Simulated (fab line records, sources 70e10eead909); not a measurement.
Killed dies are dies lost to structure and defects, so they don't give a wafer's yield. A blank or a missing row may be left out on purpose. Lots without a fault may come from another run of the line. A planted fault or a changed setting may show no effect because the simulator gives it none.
fab line records | flow nand_harc
record lots=24 wafers=72 last_day=33
route steps=1302 shown A_CONTACT@1053 A_BLC@1117
lots that met no fault: from a run of the same line without faults
start_h: hours from the record's first day to the start of the lot's first wafer shown | wait_h: hours since the lot's step before | " the same as in the row above | L1.1+2: a row that stands for several wafers | - no value, or no start given | * or withheld: withheld | < > ~ a bound
route shown NAME@n: a module of which the file shows steps, and the number in the route of the first | usual: mean/standard deviation of fault-free wafers | same: alike in all rows | chamber/n: place in a boat | sites: the reading at each site | _std_site: their standard deviation | _edge_site: outer sites' mean less inner sites' | radius_mm: how far each site lies from the wafer's centre | mask NAME#n: copy n | behind: the tool/chamber that last shaped the wafer | hold: why the lot was held/for how many hours/how that ended | device: the transistor (n, p or np) that didn't switch | end of line: the same wafers' tests at the end of the route | a step without rows: its recipe alone | killed: dies lost to structure and defects at the first sort, not the wafer's yield | map: a wafer's dies, x killed, . not, _ none there
set.NAME: the setting as run; set.NAME@STEP: as run at that earlier step | model.NAME: the simulator's own value behind a step, which no gauge read
steps of the route over a sample of lots; a table a step, a row a wafer
services: from which hour (start_h, from the record's first day; less than 0 if before it) a tool's chamber was out of use, for how many hours, and why
## steps
# step NHARC_A_CONTACT_ETCH_130
# recipe source_w=withheld pressure_mtorr=20 bias_v=3000 time_s=197 target_depth_a=19180 ar_flow_sccm=withheld c4f8_flow_sccm=withheld o2_flow_sccm=withheld chemistry=C4F8/O2/Ar
# columns lot.wafer tool chamber start_h wait_h rf_hours_counter_h
L074.2 har_cap_etch-03 0 505.51 0.1 40
L074.1 " 1 " " 40
L074.5 " 0 " " -
L075.1 har_cap_etch-02 1 505.86 0.1 86
L075.2 " 0 " " 86
L075.6 " 1 " " -
L077.2 har_cap_etch-02 0 520.85 0.1 91
L077.1 " 1 " " 91
L077.6 " 0 " " -
L076.1 har_cap_etch-03 0 522.33 0.1 46
L076.2 " 1 " " 46
L076.3 " 1 " " -
L078.2 har_cap_etch-02 0 535.28 0.1 94
L078.3 " 1 " " -
L078.6 " 0 " " -
L080.1 har_cap_etch-01 0 542.87 0.1 7
L080.2 " 1 " " 7
L080.3 " 1 " " -
L081.2 har_cap_etch-03 1 566.59 0.1 52
L081.4 " 1 " " -
L081.3 " 0 " " -
L079.2 har_cap_etch-02 1 569.03 0.1 98
L079.4 " 0 " " -
L079.5 " 0 " " -
L082.1 har_cap_etch-02 1 586.20 0.1 101
L082.2 " 0 " " 101
L082.5 " 0 " " -
L083.3 har_cap_etch-01 0 588.60 0.1 -
L083.4 " 1 " " -
L083.6 " 1 " " -
L084.4 har_cap_etch-03 0 610.86 0.1 -
L084.5 " 1 " " -
L084.6 " 0 " " -
L085.2 har_cap_etch-01 0 623.93 0.1 21
L085.6 " 1 " " -
L085.5 " 0 " " -
L087.1 har_cap_etch-03 0 626.77 0.1 61
L087.4 " 1 " " -
L087.6 " 1 " " -
L086.4 har_cap_etch-02 1 634.56 0.1 -
L086.3 " 0 " " -
L086.5 " 0 " " -
L089.2 har_cap_etch-01 0 648.84 0.1 26
L089.6 " 1 " " -
L089.5 " 0 " " -
L088.3 har_cap_etch-02 0 650.06 0.1 -
L088.5 " 1 " " -
L088.6 " 0 " " -
L091.1 har_cap_etch-01 1 663.89 0.1 30
L091.4 " 1 " " -
L091.3 " 0 " " -
L090.1 har_cap_etch-03 1 666.78 0.1 69
L090.2 " 0 " " 69
L090.4 " 1 " " -
L092.1 har_cap_etch-03 1 677.43 0.1 70
L092.4 " 1 " " -
L092.5 " 0 " " -
L093.1 har_cap_etch-02 1 683.05 0.1 120
L093.2 " 0 " " 120
L093.4 " 1 " " -
L095.2 har_cap_etch-02 0 705.91 0.2 124
L095.1 " 1 " " 124
L095.4 " 1 " " -
L094.3 har_cap_etch-03 1 706.91 0.1 -
L094.4 " 0 " " -
L094.6 " 1 " " -
L097.2 har_cap_etch-03 0 715.12 0.1 78
L097.3 " 0 " " -
L097.4 " 1 " " -
L096.2 har_cap_etch-02 1 722.65 0.1 127
L096.3 " 1 " " -
L096.6 " 1 " " -
# step NHARC_A_CONTACT_ETCH_89
# recipe target_depth_a=2600 over_etch_frac=0.3 time_s=475.3 ion_energy_ev=200 n2_flow_sccm=150 h2_flow_sccm=150 ar_flow_sccm=0 rf_w=400 bias_w=150 chemistry=N2/H2
# usual drypump_motor_current_A=5.8/0.33 oes_product_au=0.998/0.013 rf_vpp_V=430.7/2 showerhead_plenum_p_Torr=2.04/0.06 throttle_valve_pct=14.170/0.0092
# columns lot.wafer tool chamber start_h wait_h drypump_motor_current_A oes_product_au rf_hours_counter_h rf_vpp_V showerhead_plenum_p_Torr throttle_valve_pct
L074.2 rie_diel-11 2 - - 5.4 0.994 6 431.5 2.09 14.165
L074.1 " 3 " " 6.2 1.026 11 434.1 2.14 14.168
L074.5 " 1 " " 6.0 1.008 - 431.7 2.08 14.176
L075.1 rie_diel-09 2 - - 6.1 1.013 1 426.9 1.91 14.169
L075.2 " 3 " " 5.9 0.980 1 430.6 2.03 14.173
L075.6 " 3 " " 5.8 0.988 - 428.9 2.03 14.162
L077.2 rie_diel-11 0 - - 5.8 0.987 13 429.8 2.00 14.176
L077.1 " 1 " " 6.0 1.001 11 431.4 2.08 14.166
L077.6 " 3 " " 6.2 1.013 - 432.9 2.14 14.179
L076.1 rie_diel-10 0 - - 5.7 0.984 33 429.5 1.97 14.173
L076.3 " 1 " " 5.0 0.986 34 430.4 2.06 14.151
L076.2 " 2 " " 5.7 1.002 28 428.9 1.99 14.179
L078.3 rie_diel-09 0 - - 6.0 1.035 12 429.9 2.00 14.169
L078.2 " 1 " " 6.2 0.999 5 428.2 1.98 14.181
L078.6 " 0 " " 6.0 1.024 - 429.0 2.00 14.180
L080.1 rie_diel-11 0 - - 5.8 1.001 16 428.7 1.99 14.171
L080.2 " 2 " " 5.4 1.024 12 433.5 2.08 14.184
L080.3 " 3 " " 6.2 1.020 16 432.6 2.14 14.179
L081.3 rie_diel-11 1 - - 6.0 1.004 21 432.2 2.07 14.171
L081.2 " 2 " " 5.4 1.012 16 431.6 2.08 14.153
L081.4 " 3 " " 6.3 1.017 20 434.0 2.14 14.169
L079.4 rie_diel-11 0 - - 5.8 0.996 22 430.1 1.99 14.164
L079.2 " 1 " " 6.0 0.983 23 431.0 2.07 14.177
L079.5 " 0 " " 5.8 0.999 - 428.7 1.99 14.160
L082.1 rie_diel-11 0 - - 5.8 0.999 23 430.3 1.99 14.186
L082.2 " 1 " " 6.0 0.986 26 431.5 2.07 14.149
L082.5 " 1 " " 6.0 0.977 - 431.6 2.07 14.180
L083.4 rie_diel-11 1 - - 6.0 0.981 27 431.7 2.07 14.191
L083.3 " 3 " " 6.3 1.013 23 434.5 2.14 14.162
L083.6 " 1 " " 6.0 0.992 - 431.7 2.07 14.175
L084.4 rie_diel-10 2 - - 5.7 0.983 2 430.4 1.99 14.172
L084.5 " 1 " " 5.0 0.983 - 430.3 2.05 14.193
L084.6 " 2 " " 5.7 0.960 - 429.9 1.99 14.172
L085.2 rie_diel-11 1 - - 6.0 0.984 1 431.7 2.07 14.165
L085.6 " 3 " " 6.2 1.005 - 433.4 2.14 14.166
L085.5 " 0 " " 5.8 1.012 - 429.2 1.99 14.160
L087.4 rie_diel-11 0 - - 5.8 1.016 2 429.2 1.99 14.166
L087.1 " 3 " " 6.2 1.007 3 433.9 2.14 14.166
L087.6 " 1 " " 6.0 0.975 - 430.9 2.07 14.177
L086.3 rie_diel-10 0 - - 5.7 0.987 8 427.3 1.96 14.162
L086.4 " 1 " " 5.0 0.982 10 431.4 2.05 14.161
L086.5 " 2 " " 5.7 0.972 - 427.9 1.98 14.166
L089.2 rie_diel-11 2 - - 5.3 1.000 8 431.5 2.08 14.155
L089.6 " 0 " " 5.8 1.016 - 429.2 1.99 14.166
L089.5 " 1 " " 6.0 0.993 - 434.1 2.07 14.162
L088.3 rie_diel-11 1 - - 6.0 1.001 7 431.0 2.07 14.170
L088.5 " 1 " " 6.0 0.995 - 431.0 2.07 14.168
L088.6 " 2 " " 5.4 0.996 - 430.7 2.08 14.181
L091.3 rie_diel-11 2 - - 5.4 0.993 12 431.2 2.08 14.173
L091.1 " 3 " " 6.2 1.005 12 431.9 2.13 14.157
L091.4 " 0 " " 5.8 1.008 10 429.6 1.99 14.168
L090.1 rie_diel-11 3 676.12 - 6.2 1.004 13 433.9 2.13 14.174
L090.4 " 0 " " 5.8 1.008 11 428.8 1.99 14.168
L090.2 " 1 " " 6.0 1.000 10 430.4 2.07 14.171
L092.1 rie_diel-11 1 - - 6.0 0.995 12 431.6 2.06 14.181
L092.4 " 0 " " 5.8 1.013 - 429.7 1.99 14.170
L092.5 " 1 " " 6.0 0.997 - 430.5 2.07 14.173
L093.4 rie_diel-11 0 - - 5.8 1.008 13 430.4 1.99 14.176
L093.2 " 1 " " 6.0 0.996 13 430.0 2.06 14.186
L093.1 " 3 " " 6.2 1.016 13 434.4 2.13 14.180
L095.1 rie_diel-11 2 - - 5.4 0.990 21 430.9 2.07 14.157
L095.4 " 3 " " 6.2 1.006 18 433.1 2.13 14.166
L095.2 " 0 " " 5.8 0.991 18 428.5 1.98 14.166
L094.4 rie_diel-11 2 - - 5.4 0.993 21 434.0 2.07 14.165
L094.3 " 1 " " 6.0 0.995 18 430.4 2.06 14.156
L094.6 " 3 " " 6.2 0.986 - 433.6 2.13 14.173
L097.2 rie_diel-11 1 - - 6.0 0.989 19 431.1 2.06 14.178
L097.3 " 2 " " 5.4 0.993 22 432.8 2.07 14.148
L097.4 " 3 " " 6.3 1.006 20 434.1 2.13 14.176
L096.3 rie_diel-09 2 - - 6.1 0.985 12 425.9 1.89 14.163
L096.2 " 1 " " 6.3 0.988 13 428.5 1.96 14.158
L096.6 " 2 " " 6.1 1.002 - 425.5 1.89 14.175
# step NHARC_A_CONTACT_ETCH_110
# recipe target_depth_a=600 overetch_a=60 time_s=33 ion_energy_ev=100 cf4_flow_sccm=80 o2_flow_sccm=20 ar_flow_sccm=0 rf_w=300 bias_w=100 chemistry=CF4/O2
# usual drypump_motor_current_A=5.8/0.36 oes_o_777_au=1.001/0.0052 oes_product_au=0.998/0.012 rf_vpp_V=197.8/1.1 showerhead_plenum_p_Torr=1.33/0.039 throttle_valve_pct=13.398/0.0097
# columns lot.wafer tool chamber start_h wait_h drypump_motor_current_A oes_o_777_au oes_product_au rf_hours_counter_h rf_vpp_V showerhead_plenum_p_Torr throttle_valve_pct
L074.1 rie_diel-11 1 515.60 0.1 6.0 0.996 1.002 10 199.1 1.36 13.400
L074.2 " 2 " " 5.4 0.996 1.002 6 199.1 1.36 13.396
L074.5 " 3 " " 6.2 1.001 1.018 - 199.0 1.40 13.412
L075.2 rie_diel-11 0 516.43 0.1 5.8 0.993 0.994 11 196.0 1.31 13.395
L075.1 " 1 " " 6.0 1.002 1.006 10 198.0 1.36 13.398
L075.6 " 2 " " 5.4 0.995 0.998 - 197.5 1.36 13.386
L077.2 rie_diel-10 2 529.40 0.0 5.7 1.003 0.991 28 198.0 1.31 13.405
L077.1 " 0 " " 5.8 0.999 0.991 34 196.5 1.29 13.406
L077.6 " 2 " " 5.7 1.001 0.993 - 198.3 1.31 13.420
L076.1 rie_diel-09 0 530.99 0.1 6.0 1.005 1.026 9 197.8 1.31 13.394
L076.2 " 1 " " 6.2 0.988 0.997 2 196.5 1.30 13.395
L076.3 " 2 " " 6.2 1.002 1.017 9 195.8 1.25 13.402
L078.3 rie_diel-09 0 543.92 0.0 6.0 1.001 1.033 13 196.4 1.31 13.394
L078.2 " 3 " " 5.9 1.004 0.981 12 197.9 1.33 13.394
L078.6 " 0 " " 6.0 0.991 1.027 - 197.4 1.31 13.400
L080.2 rie_diel-11 1 552.21 0.0 6.0 0.999 1.018 16 197.2 1.36 13.405
L080.1 " 3 " " 6.2 0.999 1.012 17 199.2 1.40 13.422
L080.3 " 0 " " 5.8 0.996 0.994 17 198.0 1.31 13.403
L081.2 rie_diel-11 1 579.10 0.1 6.0 0.996 0.995 23 197.2 1.35 13.412
L081.3 " 2 " " 5.3 1.005 1.012 19 197.9 1.36 13.392
L081.4 " 2 " " 5.3 1.003 1.007 - 198.2 1.36 13.391
L079.2 rie_diel-11 1 579.97 0.1 6.0 0.998 0.997 24 198.4 1.35 13.387
L079.5 " 2 " " 5.4 1.010 0.998 - 197.2 1.36 13.378
L079.4 " 3 " " 6.3 1.006 1.020 - 199.4 1.40 13.404
L082.2 rie_diel-11 0 595.84 0.0 5.8 1.005 1.001 25 197.3 1.30 13.405
L082.1 " 3 " " 6.2 1.001 1.008 24 199.6 1.40 13.402
L082.5 " 1 " " 6.0 0.999 0.989 - 199.9 1.35 13.375
L083.3 rie_diel-11 2 597.46 0.0 5.4 1.005 0.998 23 199.4 1.36 13.408
L083.4 " 1 " " 6.0 0.999 0.991 27 198.4 1.35 13.401
L083.6 " 2 " " 5.3 1.006 1.001 - 199.6 1.36 13.387
L084.4 rie_diel-10 2 619.42 0.1 5.7 0.996 0.980 3 197.4 1.30 13.408
L084.5 " 0 " " 5.7 1.005 0.988 - 196.9 1.29 13.384
L084.6 " 1 " " 5.0 1.006 0.989 - 197.8 1.34 13.383
L085.2 rie_diel-10 1 636.19 0.1 5.0 0.991 0.998 9 197.5 1.34 13.387
L085.6 " 1 " " 5.0 1.010 0.978 - 199.0 1.34 13.399
L085.5 " 2 " " 5.7 0.995 0.973 - 197.4 1.30 13.396
L087.1 rie_diel-11 0 637.41 0.1 5.8 1.005 1.004 3 197.0 1.30 13.397
L087.4 " 2 " " 5.4 0.990 1.000 5 199.5 1.36 13.401
L087.6 " 1 " " 6.0 0.997 0.979 - 199.7 1.35 13.399
L086.3 rie_diel-10 1 644.69 0.1 5.0 1.003 0.987 11 197.1 1.34 13.397
L086.4 " 2 " " 5.7 1.005 0.969 11 196.3 1.30 13.413
L086.5 " 0 " " 5.7 1.014 0.990 - 197.6 1.29 13.403
L089.2 rie_diel-09 0 657.57 0.1 6.1 0.992 1.022 62 195.6 1.30 13.393
L089.6 " 0 " " 6.0 0.997 1.022 - 195.5 1.30 13.403
L089.5 " 1 " " 6.2 0.992 0.996 - 197.3 1.29 13.403
L088.3 rie_diel-10 0 661.01 0.1 5.8 0.998 0.996 13 196.1 1.29 13.393
L088.6 " 2 " " 5.7 1.002 0.987 - 195.4 1.30 13.392
L088.5 " 3 " " 6.2 1.014 0.987 - 195.6 1.29 13.377
L091.3 rie_diel-11 3 674.92 0.1 6.2 1.002 0.985 12 199.3 1.39 13.396
L091.1 " 0 " " 5.8 1.009 1.004 10 197.7 1.30 13.403
L091.4 " 1 " " 6.0 1.006 0.993 10 198.4 1.35 13.394
L090.1 rie_diel-11 1 679.49 0.1 5.9 0.994 0.994 11 198.4 1.35 13.389
L090.2 " 2 " " 5.3 0.998 0.989 13 197.3 1.36 13.405
L090.4 " 2 " " 5.4 0.996 0.996 - 198.3 1.36 13.394
L092.4 rie_diel-09 1 687.51 0.1 6.2 1.008 0.992 0 197.7 1.29 13.398
L092.1 " 2 " " 6.1 1.001 1.004 0 196.2 1.24 13.401
L092.5 " 1 " " 6.2 0.999 0.991 - 198.0 1.29 13.410
L093.4 rie_diel-11 1 692.13 0.1 6.0 0.995 0.990 14 197.2 1.35 13.403
L093.2 " 2 " " 5.3 1.000 0.980 16 197.9 1.36 13.400
L093.1 " 0 " " 5.7 0.999 0.997 14 195.7 1.30 13.409
L095.1 rie_diel-11 3 715.66 0.1 6.2 1.001 1.004 20 200.5 1.39 13.420
L095.2 " 0 " " 5.8 1.004 0.996 19 197.3 1.30 13.395
L095.4 " 1 " " 6.0 1.007 1.004 19 197.6 1.35 13.400
L094.3 rie_diel-11 0 717.37 0.5 5.8 1.005 1.003 19 197.5 1.30 13.394
L094.4 " 1 " " 6.0 1.002 0.993 19 197.9 1.35 13.405
L094.6 " 3 " " 6.2 0.989 1.008 - 198.5 1.39 13.388
L097.3 rie_diel-11 2 724.54 0.1 5.4 1.008 0.980 23 197.5 1.36 13.390
L097.2 " 3 " " 6.2 1.002 1.001 21 199.1 1.39 13.400
L097.4 " 1 " " 6.0 1.001 0.994 20 198.5 1.35 13.397
L096.3 rie_diel-11 2 732.57 0.1 5.4 0.996 0.987 23 197.8 1.36 13.399
L096.2 " 3 " " 6.2 1.008 1.004 21 198.7 1.39 13.384
L096.6 " 1 " " 6.0 0.998 0.996 - 199.8 1.35 13.392
# step NHARC_A_BLC_CD_MEAS_10
# recipe target_cd_nm=100 landing_energy_ev=500
# usual cd_nm=100.7/0.88
# columns lot.wafer tool chamber start_h wait_h cd_nm
L074.1 cd_sem-01 0 518.23 - 100.8
L074.2 " 0 " " 103.0
L074.5 " 0 " " 101.6
L075.1 cd_sem-01 0 519.07 - 100.4
L075.2 " 0 " " 100.9
L075.6 " 0 " " 100.0
L077.1 cd_sem-02 0 531.92 - 100.7
L077.2 " 0 " " 100.4
L077.6 " 0 " " 101.2
L076.1 cd_sem-01 0 533.69 - 101.8
L076.2 " 0 " " 102.5
L076.3 " 0 " " 101.3
L078.2 cd_sem-01 0 546.57 - 99.6
L078.3 " 0 " " 101.4
L078.6 " 0 " " 100.9
L080.1 cd_sem-02 0 554.87 - 100.3
L080.2 " 0 " " 101.8
L080.3 " 0 " " 100.7
L081.2 cd_sem-01 0 581.72 - 100.9
L081.3 " 0 " " 99.8
L081.4 " 0 " " 101.6
L079.2 cd_sem-03 0 582.72 - 100.8
L079.4 " 0 " " 100.3
L079.5 " 0 " " 99.6
L082.1 cd_sem-01 0 598.36 - 102.2
L082.2 " 0 " " 100.9
L082.5 " 0 " " 101.0
L083.3 cd_sem-03 0 599.99 - 100.1
L083.4 " 0 " " 99.9
L083.6 " 0 " " 101.1
L084.4 cd_sem-03 0 622.06 - 101.6
L084.5 " 0 " " 100.9
L084.6 " 0 " " 101.7
L085.2 cd_sem-01 0 638.84 - 99.8
L085.5 " 0 " " 99.7
L085.6 " 0 " " 100.1
L087.1 cd_sem-01 0 640.05 - 100.6
L087.4 " 0 " " 100.0
L087.6 " 0 " " 100.2
L086.3 cd_sem-03 0 647.33 - 101.3
L086.4 " 0 " " 101.0
L086.5 " 0 " " 101.7
L089.2 cd_sem-02 0 660.39 - 100.0
L089.5 " 0 " " 100.1
L089.6 " 0 " " 100.5
L088.3 cd_sem-03 0 663.65 - 101.5
L088.5 " 0 " " 100.7
L088.6 " 0 " " 101.0
L091.1 cd_sem-01 0 677.57 - 99.6
L091.3 " 0 " " 99.6
L091.4 " 0 " " 99.8
L090.1 cd_sem-03 0 682.87 - 99.1
L090.2 " 0 " " 99.1
L090.4 " 0 " " 98.3
L092.1 cd_sem-03 0 690.18 - 101.0
L092.4 " 0 " " 102.2
L092.5 " 0 " " 100.8
L093.1 cd_sem-02 0 694.77 - 101.4
L093.2 " 0 " " 100.2
L093.4 " 0 " " 99.8
L095.1 cd_sem-01 0 718.32 - 100.8
L095.2 " 0 " " 99.7
L095.4 " 0 " " 99.6
L094.3 cd_sem-03 0 720.02 - 102.0
L094.4 " 0 " " 102.4
L094.6 " 0 " " 102.2
L097.2 cd_sem-03 0 727.18 - 101.4
L097.3 " 0 " " 102.0
L097.4 " 0 " " 101.4
L096.2 cd_sem-01 0 735.08 - 100.4
L096.3 " 0 " " 100.1
L096.6 " 0 " " 100.2
# step NHARC_A_BLC_INSPECT_12
# usual raw_defect_count=87/47
# columns lot.wafer tool chamber start_h wait_h raw_defect_count
L074.1 defect_inspect-01 - 518.35 0.0 105
L074.2 " - " " 83
L074.5 " - " " 80
L075.1 defect_inspect-02 - 519.19 0.0 131
L075.2 " - " " 128
L075.6 " - " " 116
L077.1 defect_inspect-02 - 532.05 0.0 27
L077.2 " - " " 21
L077.6 " - " " 18
L076.1 defect_inspect-01 - 533.82 0.0 139
L076.2 " - " " 156
L076.3 " - " " 143
L078.2 defect_inspect-01 - 546.70 0.0 158
L078.3 " - " " 143
L078.6 " - " " 155
L080.1 defect_inspect-02 - 554.99 0.0 91
L080.2 " - " " 86
L080.3 " - " " 91
L081.2 defect_inspect-02 - 581.85 0.0 143
L081.3 " - " " 187
L081.4 " - " " 160
L079.2 defect_inspect-02 - 582.84 0.0 73
L079.4 " - " " 67
L079.5 " - " " 65
L082.1 defect_inspect-01 - 598.49 0.0 146
L082.2 " - " " 150
L082.5 " - " " 191
L083.3 defect_inspect-01 - 600.11 0.0 34
L083.4 " - " " 37
L083.6 " - " " 30
L084.4 defect_inspect-02 - 622.17 0.0 76
L084.5 " - " " 79
L084.6 " - " " 74
L085.2 defect_inspect-02 - 638.96 0.0 107
L085.5 " - " " 94
L085.6 " - " " 115
L087.1 defect_inspect-01 - 640.18 0.0 56
L087.4 " - " " 52
L087.6 " - " " 54
L086.3 defect_inspect-01 - 647.45 0.0 85
L086.4 " - " " 98
L086.5 " - " " 85
L089.2 defect_inspect-01 - 660.52 0.0 26
L089.5 " - " " 22
L089.6 " - " " 37
L088.3 defect_inspect-02 - 663.77 0.0 139
L088.5 " - " " 135
L088.6 " - " " 132
L091.1 defect_inspect-02 - 677.69 0.0 27
L091.3 " - " " 28
L091.4 " - " " 30
L090.1 defect_inspect-01 - 683.00 0.0 161
L090.2 " - " " 136
L090.4 " - " " 140
L092.1 defect_inspect-02 - 690.31 0.0 59
L092.4 " - " " 72
L092.5 " - " " 58
L093.1 defect_inspect-02 - 694.89 0.0 36
L093.2 " - " " 39
L093.4 " - " " 36
L095.1 defect_inspect-01 - 718.44 0.0 117
L095.2 " - " " 137
L095.4 " - " " 148
L094.3 defect_inspect-02 - 720.14 0.0 50
L094.4 " - " " 38
L094.6 " - " " 51
L097.2 defect_inspect-02 - 727.30 0.0 49
L097.3 " - " " 57
L097.4 " - " " 75
L096.2 defect_inspect-01 - 735.21 0.0 49
L096.3 " - " " 49
L096.6 " - " " 37
# step NHARC_A_BLC_STRIP_21
# recipe o2_flow_sccm=500 ar_flow_sccm=0 bias_w=0 chemistry=O2
# usual drypump_motor_current_A=5.8/0.44 oes_product_au=1.004/0.013 rf_vpp_V=57.7/0.83 showerhead_plenum_p_Torr=3.47/0.11 throttle_valve_pct=17.035/0.0094
# columns lot.wafer tool chamber start_h wait_h drypump_motor_current_A oes_product_au rf_hours_counter_h rf_vpp_V showerhead_plenum_p_Torr throttle_valve_pct
L074.1 rie_diel-01 0 519.57 0.1 6.1 1.024 12 57.2 3.45 17.027
L074.2 " 1 " " 6.6 1.012 12 57.4 3.56 17.029
L074.5 " 3 " " 5.6 0.986 - 58.2 3.58 17.024
L075.2 rie_diel-01 3 520.40 0.1 5.6 0.991 13 56.7 3.58 17.025
L075.1 " 1 " " 6.6 0.999 12 57.9 3.56 17.030
L075.6 " 3 " " 5.6 0.986 - 57.8 3.58 17.025
L077.2 rie_diel-12 1 533.26 0.1 5.4 1.010 4 57.3 3.41 17.037
L077.1 " 2 " " 5.4 1.009 5 56.1 3.49 17.040
L077.6 " 2 " " 5.4 1.012 - 57.0 3.49 17.014
L076.2 rie_diel-12 1 535.02 0.1 5.3 1.020 5 57.4 3.41 17.044
L076.3 " 3 " " 5.5 1.019 5 57.7 3.35 17.040
L076.1 " 0 " " 5.3 1.027 5 58.7 3.30 17.031
L078.2 rie_diel-01 1 548.11 0.1 6.6 1.014 15 57.4 3.55 17.016
L078.3 " 2 " " 6.2 0.993 15 57.2 3.43 17.031
L078.6 " 3 " " 5.6 0.988 - 58.1 3.58 17.055
L080.1 rie_diel-12 3 556.39 0.1 5.5 1.010 7 57.1 3.35 17.029
L080.3 " 1 " " 5.4 1.009 6 57.6 3.41 17.050
L080.2 " 2 " " 5.4 1.017 6 58.6 3.49 17.039
L081.3 rie_diel-01 2 583.06 0.1 6.2 0.994 1 59.0 3.43 17.047
L081.2 " 0 " " 6.1 1.009 1 57.3 3.45 17.037
L081.4 " 1 " " 6.7 1.003 1 58.4 3.55 17.022
L079.2 rie_diel-01 1 584.07 0.1 6.6 1.003 1 57.7 3.55 17.035
L079.4 " 2 " " 6.2 0.995 1 57.7 3.43 17.037
L079.5 " 3 " " 5.6 1.006 - 58.7 3.58 17.030
L082.1 rie_diel-01 2 599.72 0.1 6.2 0.999 2 58.2 3.43 17.022
L082.2 " 3 " " 5.6 1.003 2 57.4 3.58 17.040
L082.5 " 0 " " 6.1 1.004 - 57.9 3.45 17.025
L083.3 rie_diel-01 1 601.32 0.1 6.6 0.998 3 60.2 3.55 17.033
L083.4 " 0 " " 6.1 1.005 3 58.1 3.45 17.036
L083.6 " 2 " " 6.2 1.007 - 58.6 3.43 17.044
L084.4 rie_diel-01 0 623.40 0.1 6.1 1.013 4 57.4 3.45 17.032
L084.6 " 2 " " 6.2 1.021 - 56.7 3.43 17.040
L084.5 " 3 " " 5.6 1.011 - 56.8 3.58 17.049
L085.2 rie_diel-02 3 640.19 0.1 5.5 1.003 18 57.9 3.37 17.050
L085.5 " 2 " " 6.5 1.000 - 58.5 3.72 17.037
L085.6 " 3 " " 5.5 1.013 - 57.6 3.37 17.033
L087.4 rie_diel-12 2 641.40 0.1 5.4 0.984 1 57.3 3.49 17.024
L087.1 " 0 " " 5.4 1.018 1 56.2 3.30 17.043
L087.6 " 2 " " 5.4 0.988 - 57.6 3.49 17.040
L086.4 rie_diel-01 0 648.66 0.1 6.1 1.006 6 57.1 3.45 17.051
L086.3 " 1 " " 6.6 0.995 6 58.1 3.55 17.044
L086.5 " 0 " " 6.1 1.014 - 58.9 3.45 17.038
L089.2 rie_diel-12 1 661.74 0.1 5.4 0.996 2 56.9 3.40 17.028
L089.5 " 3 " " 5.5 1.011 - 57.3 3.35 17.030
L089.6 " 0 " " 5.3 1.008 - 57.5 3.30 17.042
L088.3 rie_diel-01 1 665.42 0.1 6.6 1.003 7 57.8 3.55 17.037
L088.6 " 2 " " 6.2 0.989 - 60.2 3.43 17.041
L088.5 " 3 " " 5.6 0.992 - 57.4 3.58 17.030
L091.1 rie_diel-01 0 678.92 0.1 6.1 1.022 7 58.6 3.44 17.050
L091.4 " 1 " " 6.6 0.997 8 57.7 3.55 17.046
L091.3 " 2 " " 6.2 0.995 7 56.5 3.43 17.039
L090.2 rie_diel-02 0 684.21 0.1 6.1 0.987 34 59.2 3.73 17.018
L090.1 " 1 " " 5.8 1.005 33 58.4 3.57 17.046
L090.4 " 3 " " 5.5 1.009 36 56.8 3.37 17.031
L092.1 rie_diel-12 1 691.54 0.1 5.3 0.984 3 57.4 3.40 17.044
L092.4 " 3 " " 5.5 0.999 4 56.7 3.35 17.042
L092.5 " 1 " " 5.4 0.981 - 58.7 3.40 17.046
L093.1 rie_diel-02 1 696.11 0.1 5.8 1.002 37 58.1 3.57 17.047
L093.2 " 2 " " 6.5 0.990 39 58.8 3.71 17.041
L093.4 " 3 " " 5.5 1.008 41 58.6 3.36 17.030
L095.1 rie_diel-12 1 719.66 0.1 5.4 0.973 5 58.0 3.40 17.055
L095.4 " 3 " " 5.5 1.003 6 56.3 3.35 17.039
L095.2 " 0 " " 5.3 1.015 6 56.6 3.30 17.062
L094.3 rie_diel-01 3 721.37 0.1 5.6 1.006 11 57.7 3.57 17.033
L094.4 " 0 " " 6.1 1.007 11 57.8 3.44 17.037
L094.6 " 2 " " 6.3 0.997 - 57.0 3.43 17.036
L097.3 rie_diel-12 0 728.52 0.1 5.4 1.019 7 56.3 3.30 17.029
L097.2 " 1 " " 5.4 0.981 6 58.4 3.40 17.057
L097.4 " 2 " " 5.4 0.996 6 57.5 3.48 17.042
L096.3 rie_diel-12 1 736.43 0.1 5.4 0.980 7 56.5 3.40 17.022
L096.2 " 3 " " 5.5 1.017 7 55.6 3.35 17.041
L096.6 " 1 " " 5.3 0.980 - 58.1 3.40 17.034
## services
# columns tool chamber start_h hours kind
rie_diel-12 1 483.84 15.0 repair
rie_diel-11 2 496.57 14.7 repair
rie_diel-09 - 498.74 9.0 pm
rie_diel-12 2 546.67 2.7 repair
har_cap_etch-02 - 549.52 0.3 repair
rie_diel-10 0 550.22 6.0 repair
rie_diel-01 2 554.58 22.1 repair
rie_diel-10 - 557.67 0.4 repair
rie_diel-01 - 557.80 9.0 pm
rie_diel-09 0 562.55 2.1 repair
rie_diel-11 3 588.91 4.8 repair
har_cap_etch-02 - 591.24 2.4 repair
rie_diel-10 - 597.58 9.0 pm
rie_diel-11 - 610.20 9.0 pm
rie_diel-09 2 621.33 18.6 repair
rie_diel-12 - 622.40 9.0 pm
rie_diel-11 3 624.81 5.4 repair
rie_diel-12 - 646.87 0.3 repair
rie_diel-12 2 656.59 1.2 repair
rie_diel-10 0 667.40 3.6 repair
rie_diel-11 3 677.12 8.5 repair
rie_diel-10 0 687.19 22.5 repair
rie_diel-01 2 714.57 1.2 repair
rie_diel-01 - 735.01 9.0 pm
## key
fault none
